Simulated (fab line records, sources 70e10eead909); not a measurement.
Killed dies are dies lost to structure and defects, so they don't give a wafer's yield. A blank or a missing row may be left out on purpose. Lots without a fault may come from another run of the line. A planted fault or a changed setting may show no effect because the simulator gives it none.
Which tool did it? | flow nand_harc | 6 lots, 18 wafers sampled, at 3 steps of a route of 1302

WHAT THE GAUGES READ, wafer by wafer
NHARC_P_GATE_CD_MEAS_59: target cd 720 nm.
lot  | measured     | on        | cd_nm (nm)
L665 | day 5 23:54  | cd_sem-03 | 722.5 726.7 725.7
L668 | day 7 07:06  | cd_sem-01 | 715.5 718.2 717.8
L670 | day 7 18:38  | cd_sem-02 | - - -
L681 | day 12 13:47 | cd_sem-02 | 718.5 717.3 718.2
L685 | day 13 22:20 | cd_sem-01 | 724.7 723.1 721.8
L687 | day 14 19:26 | cd_sem-02 | 722.1 725.8 721.8

WHICH TOOL RAN EACH LOT (tool, then ch and the chambers of the sampled wafers, then the start)
lot  | NHARC_P_GATE_DESCUM_31             | NHARC_P_GATE_EXPOSE_56
L665 | rie_diel-01 ch 0,1,2, day 5 10:25  | krf_scanner-04 ch 0, day 5 23:45
L668 | rie_diel-10 ch 0,2, day 6 17:33    | krf_scanner-01 ch 0, day 7 06:56
L670 | rie_diel-01 ch 0,1, day 7 03:05    | krf_scanner-01 ch 0, day 7 18:29
L681 | rie_diel-01 ch 1,2,3, day 12 00:22 | krf_scanner-01 ch 0, day 12 13:38
L685 | rie_diel-01 ch 0,1,2, day 13 08:58 | krf_scanner-01 ch 0, day 13 22:11
L687 | rie_diel-13 ch 0,1,2, day 14 06:05 | krf_scanner-02 ch 0, day 14 19:17
- NHARC_P_GATE_DESCUM_31: chemistry O2, time 3 s.
- NHARC_P_GATE_EXPOSE_56: exposes mask P PSD, target cd 720 nm.

THE ANSWER, worked out from the rows above alone
Rule: what is usual is taken from the lots themselves. Put in order of their means at a reading, lots are off if they are a third of the lots or fewer, leave a main group of 4 or more, and stand apart from it by a gap of 3 or more times the standard deviation of the main group's means; of several such gaps the widest counts. A main group whose means are all the same, to the digits that the tables above print for the reading, isn't used. A lot without any number at a reading at which 4 lots or more have one is off too. The other lots that the step has rows for count as sound.
Off: L670, at NHARC_P_GATE_CD_MEAS_59 (cd_nm). Without a number there: L670. The main group: mean 721.3 nm, standard deviation 3.1.
A tool fits if, at a process step before that reading, it ran every lot that is off, and no sound lot after the first of them. The gauges at NHARC_P_GATE_CD_MEAS_59 are tried like those tools. None of those tried fits.

WHAT THE SIMULATOR HAD PUT IN
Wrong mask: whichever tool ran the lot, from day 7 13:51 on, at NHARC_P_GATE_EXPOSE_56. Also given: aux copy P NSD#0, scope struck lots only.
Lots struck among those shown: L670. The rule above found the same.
